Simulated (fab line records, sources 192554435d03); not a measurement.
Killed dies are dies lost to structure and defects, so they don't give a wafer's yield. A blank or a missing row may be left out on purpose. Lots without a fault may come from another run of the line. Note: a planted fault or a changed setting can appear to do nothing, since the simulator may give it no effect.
Chamber matching -- flow n5_finfet -- 4 sister chambers for N5_FIN_CUT_ETCH_21 on rie_diel-04
The step etches SOC in N2/H2, target depth 219 nm, overetch 43.8 nm, time 523.5 s. 4 wafers are shown with their chamber, then 8 later ones without.

== WAFERS WITH THEIR CHAMBER ==
wafer,chamber,showerhead_plenum_p_Torr (Torr)
L082.2,2,2.59
L083.5,3,2.43
L083.6,0,2.52
L085.1,1,2.34

== WAFERS WITH NO CHAMBER GIVEN ==
wafer,showerhead_plenum_p_Torr (Torr)
L085.3,2.59
L085.4,2.34
L093.1,2.42
L093.2,2.51
L093.6,2.42
L096.3,2.58
L096.4,2.34
L096.6,2.51

== WHICH CHAMBER EACH ONE RAN IN ==
wafer,from the rows above,in truth
L085.3,2,2
L085.4,1,1
L093.1,3,3
L093.2,0,0
L093.6,3,3
L096.3,2,2
L096.4,1,1
L096.6,0,0
8 of 8 placed correctly. Can't be placed from these rows: 0. Placed wrongly: 0.
How it was worked out, from the rows above alone: a wafer's distance from a chamber is the root of the sum, over the readings, of the square of ((its reading less the chamber's mean) divided by the reading's scatter). The wafer belongs to the nearest chamber; if the next one is less than 2 further off, it can't be placed. The mean given for a chamber averages the wafers shown for that chamber. The scatter: with one shown wafer a chamber, the root of the mean of the squares of how far each hidden wafer lies from its nearest shown one.
